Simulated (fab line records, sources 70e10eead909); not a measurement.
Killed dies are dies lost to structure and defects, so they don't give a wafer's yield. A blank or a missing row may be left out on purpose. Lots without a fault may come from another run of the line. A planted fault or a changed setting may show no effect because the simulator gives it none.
fab line records | flow nand_harc
record lots=24 wafers=72 last_day=33
route steps=1302 shown P_M2@335 P_BONDPAD@364 A_ZERO_WELL@401
lots that met no fault: from a run of the same line without faults
start_h: hours from the record's first day to the start of the lot's first wafer shown | wait_h: hours since the lot's step before | " the same as in the row above | L1.1+2: a row that stands for several wafers | - no value, or no start given | * or withheld: withheld | < > ~ a bound
route shown NAME@n: a module of which the file shows steps, and the number in the route of the first | usual: mean/standard deviation of fault-free wafers | same: alike in all rows | chamber/n: place in a boat | sites: the reading at each site | _std_site: their standard deviation | _edge_site: outer sites' mean less inner sites' | radius_mm: how far each site lies from the wafer's centre | mask NAME#n: copy n | behind: the tool/chamber that last shaped the wafer | hold: why the lot was held/for how many hours/how that ended | device: the transistor (n, p or np) that didn't switch | end of line: the same wafers' tests at the end of the route | a step without rows: its recipe alone | killed: dies lost to structure and defects at the first sort, not the wafer's yield | map: a wafer's dies, x killed, . not, _ none there
set.NAME: the setting as run; set.NAME@STEP: as run at that earlier step | model.NAME: the simulator's own value behind a step, which no gauge read
steps of the route over a sample of lots; a table a step, a row a wafer
services: from which hour (start_h, from the record's first day; less than 0 if before it) a tool's chamber was out of use, for how many hours, and why
## steps
# step NHARC_P_M2_STRIP_18
# recipe power_w=1000 n2_flow_sccm=150 h2_flow_sccm=150 ar_flow_sccm=0 bias_w=0 chemistry=N2/H2
# usual drypump_motor_current_A=5.6/0.34 oes_product_au=1.002/0.0094 rf_vpp_V=90.5/0.87 showerhead_plenum_p_Torr=2.02/0.058 throttle_valve_pct=14.171/0.0096
# columns lot.wafer tool chamber start_h wait_h drypump_motor_current_A oes_product_au rf_hours_counter_h rf_vpp_V showerhead_plenum_p_Torr throttle_valve_pct
L074.1 rie_diel-05 2 128.77 0.1 5.4 0.991 3.6 91.2 2.12 14.159
L074.5 " 1 " " 6.3 0.987 - 91.7 2.08 14.183
L074.6 " 2 " " 5.5 0.992 - 92.9 2.12 14.160
L075.3 rie_diel-01 1 142.15 0.1 5.4 1.010 8.6 90.8 1.97 14.160
L075.4 " 3 " " 5.7 1.002 6.0 89.6 1.99 14.171
L075.6 " 1 " " 5.4 1.007 - 90.7 1.97 14.189
L076.1 rie_diel-01 3 145.06 0.1 5.6 1.002 6.1 89.4 1.99 14.168
L076.3 " 2 " " 5.3 0.996 7.5 92.0 2.05 14.190
L076.6 " 0 " " 6.0 1.000 - 90.9 2.04 14.180
L077.4 rie_diel-05 1 163.77 0.1 6.3 0.987 5.0 90.4 2.08 14.183
L077.3 " 3 " " 5.4 0.994 5.9 89.5 1.99 14.172
L077.6 " 1 " " 6.3 0.985 - 90.4 2.08 14.183
L078.1 rie_diel-05 1 167.39 0.1 6.3 0.992 5.1 89.4 2.08 14.167
L078.2 " 0 " " 5.4 1.016 5.9 89.0 2.00 14.140
L078.6 " 2 " " 5.5 0.999 - 91.1 2.12 14.166
L079.3 rie_diel-01 2 178.31 0.1 5.3 0.998 8.6 92.4 2.05 14.174
L079.2 " 0 " " 5.9 0.999 8.9 91.0 2.04 14.167
L079.6 " 1 " " 5.3 1.016 - 89.8 1.97 14.174
L080.1 rie_diel-02 2 190.33 0.1 6.0 0.999 8.1 89.9 1.92 14.179
L080.2 " 3 " " 6.0 1.006 7.5 88.8 1.96 14.156
L080.4 " 0 " " 5.6 1.007 6.6 90.9 1.97 14.180
L081.3 rie_diel-01 1 196.84 0.1 5.4 1.014 11.7 88.9 1.97 14.166
L081.5 " 2 " " 5.3 1.009 - 90.7 2.05 14.172
L081.6 " 1 " " 5.3 1.007 - 91.4 1.97 14.181
L082.3 rie_diel-05 1 214.97 0.1 6.3 0.988 6.5 90.8 2.08 14.184
L082.5 " 2 " " 5.5 0.993 - 90.7 2.12 14.162
L082.6 " 3 " " 5.4 0.989 - 90.8 1.99 14.168
L083.4 rie_diel-01 2 220.30 0.1 5.3 1.001 0.6 91.4 2.05 14.155
L083.3 " 3 " " 5.6 1.000 0.6 90.6 1.98 14.157
L083.2 " 1 " " 5.4 1.017 1.1 90.7 1.97 14.169
L084.3 rie_diel-01 2 228.49 0.1 5.3 0.993 1.5 93.0 2.05 14.177
L084.5 " 3 " " 5.6 1.005 - 90.5 1.98 14.174
L084.6 " 0 " " 6.0 0.998 - 90.7 2.04 14.168
L085.2 rie_diel-02 0 240.99 0.1 5.6 0.995 0.8 90.0 1.97 14.156
L085.1 " 2 " " 6.1 1.004 1.0 89.5 1.92 14.165
L085.6 " 0 " " 5.6 0.979 - 90.2 1.97 14.161
L086.6 rie_diel-02 3 251.77 0.2 6.0 1.006 - 89.7 1.96 14.168
L086.4 " 1 " " 6.0 1.014 - 89.5 1.92 14.173
L086.5 " 2 " " 6.1 1.006 - 93.1 1.92 14.177
L087.1 rie_diel-05 0 261.01 0.1 5.4 1.010 1.2 90.8 2.00 14.167
L087.4 " 2 " " 5.5 0.992 - 90.4 2.12 14.155
L087.6 " 0 " " 5.4 1.012 - 91.4 2.00 14.197
L088.2 rie_diel-01 3 281.74 0.1 5.7 1.017 4.2 89.0 1.98 14.170
L088.1 " 0 " " 6.0 1.012 4.6 90.5 2.04 14.183
L088.3 " 1 " " 5.3 1.019 4.9 90.1 1.97 14.172
L089.3 rie_diel-02 2 284.57 0.1 6.1 0.994 3.5 89.7 1.92 14.184
L089.6 " 2 " " 6.1 0.994 - 89.8 1.92 14.164
L089.5 " 3 " " 6.0 0.989 - 90.3 1.96 14.179
L090.4 rie_diel-05 2 291.44 0.1 5.5 0.991 3.1 90.5 2.12 14.174
L090.3 " 1 " " 6.3 1.014 2.9 88.5 2.08 14.174
L090.6 " 3 " " 5.4 0.990 - 90.5 1.99 14.169
L091.3 rie_diel-05 1 300.13 0.1 6.3 0.999 3.4 90.4 2.08 14.180
L091.1 " 2 " " 5.5 0.996 3.7 91.8 2.12 14.179
L091.5 " 3 " " 5.3 1.000 - 89.6 1.99 14.153
L092.3 rie_diel-05 3 312.50 0.1 5.4 1.008 2.9 90.4 1.99 14.164
L092.4 " 1 " " 6.3 1.008 4.0 90.1 2.08 14.162
L092.6 " 3 " " 5.4 1.018 - 90.6 1.99 14.177
L093.4 rie_diel-05 1 326.18 0.1 6.3 1.008 4.8 90.1 2.08 14.169
L093.3 " 3 " " 5.3 1.005 3.4 90.8 1.99 14.162
L093.5 " 1 " " 6.3 0.999 - 91.8 2.08 14.165
L094.1 rie_diel-05 0 336.90 0.1 5.4 1.012 4.5 90.7 2.00 14.161
L094.2 " 1 " " 6.3 1.002 5.3 91.8 2.08 14.176
L094.5 " 2 " " 5.5 0.999 - 91.4 2.11 14.166
L095.4 rie_diel-01 2 360.07 0.1 5.3 0.996 9.2 91.0 2.04 14.174
L095.6 " 1 " " 5.4 1.015 - 90.1 1.97 14.167
L095.5 " 2 " " 5.3 0.999 - 89.4 2.04 14.179
L096.2 rie_diel-01 1 368.63 0.1 5.3 1.009 10.0 91.6 1.97 14.164
L096.3 " 2 " " 5.3 0.998 9.4 91.3 2.04 14.162
L096.5 " 0 " " 5.9 1.006 - 90.1 2.04 14.178
L097.4 rie_diel-05 3 369.87 0.1 5.4 0.983 5.5 90.3 1.99 14.189
L097.3 " 0 " " 5.5 1.000 6.0 89.3 2.00 14.163
L097.5 " 3 " " 5.4 0.982 - 91.4 1.99 14.187
# step NHARC_P_M2_DEP_33
# recipe target_thk_a=300 temp_c=370 target_thk_nm=30 pressure_torr=3 flow_sccm=200 rf_w=450 material=SiCN
# usual heater_power_w=577/74
# columns lot.wafer tool chamber start_h wait_h heater_power_w
L074.1 pecvd-02 1 131.17 0.1 571
L074.5 " 2 " " 544
L074.6 " 0 " " 644
L075.3 pecvd-04 1 144.59 0.1 703
L075.4 " 2 " " 504
L075.6 " 0 " " 528
L076.3 pecvd-02 1 147.45 0.1 597
L076.1 " 2 " " 519
L076.6 " 1 " " 599
L077.3 pecvd-02 2 166.56 0.1 511
L077.4 " 0 " " 671
L077.6 " 2 " " 504
L078.2 pecvd-01 1 169.77 0.1 564
L078.1 " 2 " " 538
L078.6 " 1 " " 572
L079.2 pecvd-01 2 180.66 0.1 538
L079.3 " 0 " " 611
L079.6 " 2 " " 529
L080.1 pecvd-04 0 192.65 0.1 518
L080.2 " 2 " " 467
L080.4 " 1 " " 644
L081.3 pecvd-01 2 199.18 0.1 480
L081.6 " 2 " " 493
L081.5 " 0 " " 594
L082.3 pecvd-04 2 217.27 0.1 476
L082.5 " 1 " " 666
L082.6 " 2 " " 480
L083.2 pecvd-04 2 222.72 0.1 516
L083.3 " 0 " " 517
L083.4 " 1 " " 696
L084.3 pecvd-04 0 230.90 0.1 550
L084.5 " 2 " " 481
L084.6 " 0 " " 549
L085.2 pecvd-04 1 243.46 0.1 695
L085.1 " 2 " " 505
L085.6 " 2 " " 504
L086.5 pecvd-04 0 254.19 0.2 594
L086.4 " 1 " " 699
L086.6 " 2 " " 466
L087.1 pecvd-01 2 263.38 0.1 521
L087.6 " 1 " " 531
L087.4 " 2 " " 530
L088.2 pecvd-01 1 284.05 0.1 550
L088.1 " 2 " " 516
L088.3 " 0 " " 678
L089.3 pecvd-02 0 287.00 0.1 663
L089.5 " 1 " " 536
L089.6 " 2 " " 538
L090.4 pecvd-04 1 293.93 0.2 668
L090.3 " 0 " " 598
L090.6 " 0 " " 611
L091.1 pecvd-02 2 302.56 0.1 573
L091.3 " 0 " " 701
L091.5 " 0 " " 693
L092.3 pecvd-04 1 314.86 0.1 720
L092.6 " 0 " " 584
L092.4 " 1 " " 722
L093.3 pecvd-01 2 328.86 0.1 505
L093.5 " 1 " " 586
L093.4 " 0 " " 564
L094.2 pecvd-01 2 339.26 0.1 574
L094.1 " 0 " " 683
L094.5 " 1 " " 491
L095.4 pecvd-01 1 362.56 0.2 536
L095.5 " 2 " " 454
L095.6 " 0 " " 594
L096.3 pecvd-01 0 370.94 0.1 638
L096.2 " 1 " " 540
L096.5 " 1 " " 557
L097.3 pecvd-01 0 372.33 0.1 671
L097.4 " 1 " " 548
L097.5 " 0 " " 676
# step NHARC_P_BONDPAD_CD_MEAS_09
# recipe target_cd_nm=500 landing_energy_ev=500
# usual cd_nm=500.4/2.2
# columns lot.wafer tool chamber start_h wait_h cd_nm
L074.1 cd_sem-01 0 132.59 - 496.6
L074.5 " 0 " " 497.3
L074.6 " 0 " " 498.2
L075.3 cd_sem-02 0 146.15 - 501.6
L075.4 " 0 " " 500.1
L075.6 " 0 " " 504.7
L076.1 cd_sem-02 0 149.05 - 496.5
L076.3 " 0 " " 499.8
L076.6 " 0 " " 499.4
L077.3 cd_sem-02 0 168.00 - 499.1
L077.4 " 0 " " 501.5
L077.6 " 0 " " 499.0
L078.1 cd_sem-03 0 171.37 - 499.8
L078.2 " 0 " " 501.1
L078.6 " 0 " " 498.8
L079.2 cd_sem-02 0 182.15 - 500.2
L079.3 " 0 " " 501.0
L079.6 " 0 " " 500.5
L080.1 cd_sem-03 0 194.17 - 499.6
L080.2 " 0 " " 500.3
L080.4 " 0 " " 500.5
L081.3 cd_sem-01 0 200.70 - 502.4
L081.5 " 0 " " 502.5
L081.6 " 0 " " 499.8
L082.3 cd_sem-03 0 218.86 - 502.4
L082.5 " 0 " " 505.4
L082.6 " 0 " " 503.0
L083.2 cd_sem-03 0 224.23 - 499.8
L083.3 " 0 " " 500.8
L083.4 " 0 " " 499.6
L084.3 cd_sem-03 0 232.46 - 502.3
L084.5 " 0 " " 498.2
L084.6 " 0 " " 498.3
L085.1 cd_sem-02 0 244.93 - 501.2
L085.2 " 0 " " 499.7
L085.6 " 0 " " 499.3
L086.4 cd_sem-02 0 255.58 - 503.6
L086.5 " 0 " " 499.0
L086.6 " 0 " " 500.9
L087.1 cd_sem-03 0 264.85 - 499.3
L087.4 " 0 " " 501.8
L087.6 " 0 " " 500.8
L088.1 cd_sem-03 0 285.56 - 499.8
L088.2 " 0 " " 498.6
L088.3 " 0 " " 497.9
L089.3 cd_sem-01 0 288.44 - 502.8
L089.5 " 0 " " 498.6
L089.6 " 0 " " 500.8
L090.3 cd_sem-01 0 295.57 - 500.7
L090.4 " 0 " " 500.2
L090.6 " 0 " " 503.0
L091.1 cd_sem-02 0 304.22 - 505.0
L091.3 " 0 " " 503.7
L091.5 " 0 " " 505.6
L092.3 cd_sem-02 0 316.45 - 495.0
L092.4 " 0 " " 499.2
L092.6 " 0 " " 498.6
L093.3 cd_sem-02 0 330.59 - 497.4
L093.4 " 0 " " 496.8
L093.5 " 0 " " 497.2
L094.1 cd_sem-02 0 341.05 - 500.6
L094.2 " 0 " " 501.7
L094.5 " 0 " " 502.8
L095.4 cd_sem-01 0 364.07 - 500.0
L095.5 " 0 " " 500.4
L095.6 " 0 " " 501.1
L096.2 cd_sem-02 0 372.56 - 501.6
L096.3 " 0 " " 501.4
L096.5 " 0 " " 504.3
L097.3 cd_sem-03 0 373.88 - 500.6
L097.4 " 0 " " 500.3
L097.5 " 0 " " 499.0
# step NHARC_P_BONDPAD_DEGAS_25
# recipe temp_c=300 time_s=60
# usual heater_power_w=475/56
# columns lot.wafer tool chamber start_h wait_h heater_power_w
L074.1 pvd_sputter-01 - 133.74 - 448
L074.6 " - " " 493
L074.5 " - " " 458
L075.3 pvd_sputter-01 - 147.28 - 588
L075.4 " - " " 466
L075.6 " - " " 440
L076.3 pvd_sputter-03 - 150.20 - 457
L076.1 " - " " 399
L076.6 " - " " 450
L077.4 pvd_sputter-02 - 169.14 - 449
L077.3 " - " " 419
L077.6 " - " " 444
L078.1 pvd_sputter-02 - 172.53 - 543
L078.2 " - " " 432
L078.6 " - " " 539
L079.2 pvd_sputter-01 - 183.30 - 436
L079.3 " - " " 491
L079.6 " - " " 446
L080.1 pvd_sputter-02 - 195.32 - 545
L080.4 " - " " 398
L080.2 " - " " 444
L081.3 pvd_sputter-02 - 201.86 - 402
L081.6 " - " " 437
L081.5 " - " " 542
L082.3 pvd_sputter-01 - 220.03 - 447
L082.5 " - " " 576
L082.6 " - " " 426
L083.2 pvd_sputter-02 - 225.40 - 556
L083.4 " - " " 425
L083.3 " - " " 440
L084.3 pvd_sputter-02 - 233.74 - 546
L084.5 " - " " 442
L084.6 " - " " 545
L085.2 pvd_sputter-01 - 246.13 - 520
L085.1 " - " " 566
L085.6 " - " " 448
L086.4 pvd_sputter-01 - 256.75 - 519
L086.6 " - " " 475
L086.5 " - " " 554
L087.1 pvd_sputter-03 - 266.01 - 408
L087.4 " - " " 410
L087.6 " - " " 403
L088.1 pvd_sputter-01 - 286.72 - 476
L088.3 " - " " 560
L088.2 " - " " 515
L089.3 pvd_sputter-01 - 289.60 - 482
L089.6 " - " " 438
L089.5 " - " " 522
L090.3 pvd_sputter-03 - 296.71 - 418
L090.4 " - " " 507
L090.6 " - " " 412
L091.1 pvd_sputter-02 - 305.38 - 534
L091.3 " - " " 388
L091.5 " - " " 551
L092.3 pvd_sputter-01 - 317.61 - 470
L092.4 " - " " 562
L092.6 " - " " 445
L093.3 pvd_sputter-02 - 331.79 - 398
L093.4 " - " " 419
L093.5 " - " " 424
L094.2 pvd_sputter-01 - 342.31 - 514
L094.1 " - " " 472
L094.5 " - " " 463
L095.4 pvd_sputter-03 - 365.21 - 424
L095.6 " - " " 424
L095.5 " - " " 551
L096.2 pvd_sputter-02 - 373.72 - 539
L096.3 " - " " 417
L096.5 " - " " 545
L097.3 pvd_sputter-03 - 375.03 - 547
L097.4 " - " " 423
L097.5 " - " " 557
# step NHARC_P_BONDPAD_THK_MEAS_20
# recipe thk_meas_gauge=xrf
# usual thk_nm=160.9/1.5
# columns lot.wafer tool chamber start_h wait_h thk_nm
L074.1 film_metro-02 - 135.14 - 159.8
L074.5 " - " " 162.2
L074.6 " - " " 160.3
L075.3 film_metro-01 - 148.69 - 158.4
L075.4 " - " " 159.2
L075.6 " - " " 160.2
L076.1 film_metro-02 - 151.61 - 161.7
L076.3 " - " " 161.7
L076.6 " - " " 160.2
L077.3 film_metro-02 - 170.54 - 160.2
L077.4 " - " " 159.8
L077.6 " - " " 160.3
L078.1 film_metro-02 - 173.92 - 161.1
L078.2 " - " " 160.1
L078.6 " - " " 159.0
L079.2 film_metro-02 - 184.72 - 159.8
L079.3 " - " " 163.2
L079.6 " - " " 161.8
L080.1 film_metro-02 - 196.73 - 160.0
L080.2 " - " " 161.6
L080.4 " - " " 157.7
L081.3 film_metro-02 - 203.26 - 160.8
L081.5 " - " " 161.3
L081.6 " - " " 161.1
L082.3 film_metro-02 - 221.42 - 160.9
L082.5 " - " " 162.6
L082.6 " - " " 160.9
L083.2 film_metro-02 - 226.80 - 159.4
L083.3 " - " " 160.3
L083.4 " - " " 161.7
L084.3 film_metro-02 - 235.28 - 162.7
L084.5 " - " " 161.3
L084.6 " - " " 161.0
L085.1 film_metro-01 - 247.53 - 161.1
L085.2 " - " " 162.8
L085.6 " - " " 159.3
L086.4 film_metro-01 - 258.13 - 158.4
L086.5 " - " " 165.3
L086.6 " - " " 160.5
L087.1 film_metro-01 - 267.40 - 159.2
L087.4 " - " " 163.0
L087.6 " - " " 160.7
L088.1 film_metro-02 - 288.15 - 160.3
L088.2 " - " " 158.2
L088.3 " - " " 162.2
L089.3 film_metro-02 - 291.00 - 161.0
L089.5 " - " " 163.3
L089.6 " - " " 162.3
L090.3 film_metro-02 - 298.26 - 159.1
L090.4 " - " " 160.7
L090.6 " - " " 158.5
L091.1 film_metro-02 - 306.78 - 159.4
L091.3 " - " " 160.1
L091.5 " - " " 159.5
L092.3 film_metro-02 - 319.00 - 161.1
L092.4 " - " " 159.5
L092.6 " - " " 160.8
L093.3 film_metro-02 - 333.18 - 158.5
L093.4 " - " " 161.7
L093.5 " - " " 161.4
L094.1 film_metro-02 - 343.71 - 161.2
L094.2 " - " " 160.7
L094.5 " - " " 164.4
L095.4 film_metro-02 - 366.89 - 163.7
L095.5 " - " " 161.1
L095.6 " - " " 162.8
L096.2 film_metro-01 - 375.37 - 159.8
L096.3 " - " " 163.3
L096.5 " - " " 161.0
L097.3 film_metro-01 - 376.85 - 162.1
L097.4 " - " " 160.4
L097.5 " - " " 160.5
# step NHARC_A_ZERO_WELL_CD_MEAS_10
# recipe target_cd_nm=2000 landing_energy_ev=500
# usual cd_nm=2000.3/1.9
# columns lot.wafer tool chamber start_h wait_h cd_nm
L074.1 cd_sem-03 0 136.65 - 2001.1
L074.5 " 0 " " 1998.7
L074.6 " 0 " " 2001.6
L075.3 cd_sem-02 0 150.23 - 2002.8
L075.4 " 0 " " 2000.6
L075.6 " 0 " " 1997.5
L076.1 cd_sem-02 0 153.13 - 2002.3
L076.3 " 0 " " 1998.5
L076.6 " 0 " " 2001.3
L077.3 cd_sem-01 0 172.05 - 2001.5
L077.4 " 0 " " 1997.8
L077.6 " 0 " " 2001.6
L078.1 cd_sem-03 0 175.45 - 2001.8
L078.2 " 0 " " 2000.5
L078.6 " 0 " " 2000.9
L079.2 cd_sem-02 0 186.10 - 2002.1
L079.3 " 0 " " 1998.0
L079.6 " 0 " " 2000.5
L080.1 cd_sem-01 0 198.12 - 1999.4
L080.2 " 0 " " 2000.6
L080.4 " 0 " " 2000.4
L081.3 cd_sem-02 0 204.87 - 1998.8
L081.5 " 0 " " 2003.8
L081.6 " 0 " " 1999.7
L082.3 cd_sem-02 0 222.81 - 1999.4
L082.5 " 0 " " 2000.9
L082.6 " 0 " " 2002.8
L083.2 cd_sem-02 0 228.43 - 1999.6
L083.3 " 0 " " 1999.3
L083.4 " 0 " " 1998.5
L084.3 cd_sem-02 0 236.69 - 2001.5
L084.5 " 0 " " 2004.4
L084.6 " 0 " " 2001.6
L085.1 cd_sem-03 0 249.04 - 1998.3
L085.2 " 0 " " 1999.4
L085.6 " 0 " " 1998.1
L086.4 cd_sem-02 0 259.69 - 2002.0
L086.5 " 0 " " 2002.7
L086.6 " 0 " " 2001.3
L087.1 cd_sem-03 0 268.99 - 1997.7
L087.4 " 0 " " 2001.8
L087.6 " 0 " " 2000.1
L088.1 cd_sem-03 0 289.68 - 1999.3
L088.2 " 0 " " 1999.1
L088.3 " 0 " " 1998.9
L089.3 cd_sem-01 0 292.55 - 2002.5
L089.5 " 0 " " 1999.8
L089.6 " 0 " " 2002.6
L090.3 cd_sem-02 0 299.67 - 1999.9
L090.4 " 0 " " 1994.9
L090.6 " 0 " " 1997.7
L091.1 cd_sem-03 0 308.31 - 2002.4
L091.3 " 0 " " 2000.2
L091.5 " 0 " " 2002.3
L092.3 cd_sem-01 0 320.52 - 1996.5
L092.4 " 0 " " 2000.2
L092.6 " 0 " " 1998.5
L093.3 cd_sem-01 0 334.72 - 2002.5
L093.4 " 0 " " 2000.9
L093.5 " 0 " " 2003.4
L094.1 cd_sem-02 0 345.21 - 1999.8
L094.2 " 0 " " 2001.7
L094.5 " 0 " " 2000.0
L095.4 cd_sem-02 0 368.44 - 1998.6
L095.5 " 0 " " 2001.1
L095.6 " 0 " " 2000.8
L096.2 cd_sem-02 0 376.90 - 2001.2
L096.3 " 0 " " 2002.5
L096.5 " 0 " " 2003.2
L097.3 cd_sem-03 0 378.24 - 1999.8
L097.4 " 0 " " 1999.3
L097.5 " 0 " " 2001.3
## services
# columns tool chamber start_h hours kind
pecvd-01 - 120.11 0.5 repair
pecvd-01 - 127.34 1.6 repair
pecvd-01 - 131.73 13.0 pm
pvd_sputter-02 - 160.38 1.7 repair
pvd_sputter-01 - 175.32 3.9 repair
rie_diel-01 0 188.55 13.6 repair
rie_diel-05 1 191.23 5.5 repair
rie_diel-01 - 203.80 9.0 pm
pvd_sputter-01 - 208.35 10.5 repair
pecvd-01 - 210.73 13.2 repair
rie_diel-01 0 225.05 2.0 repair
pvd_sputter-01 - 226.00 10.0 pm
rie_diel-05 - 229.60 9.0 pm
pvd_sputter-01 - 248.13 2.1 repair
rie_diel-05 3 260.30 22.7 repair
pecvd-04 - 262.76 0.9 repair
pecvd-01 - 266.16 0.3 repair
pecvd-04 - 269.00 13.0 pm
pvd_sputter-01 - 280.54 0.9 repair
pvd_sputter-02 - 282.00 10.0 pm
pecvd-04 2 292.80 11.0 repair
pecvd-01 - 312.73 13.0 pm
pvd_sputter-01 - 330.87 9.8 repair
pecvd-01 2 350.43 2.0 repair
## key
fault none
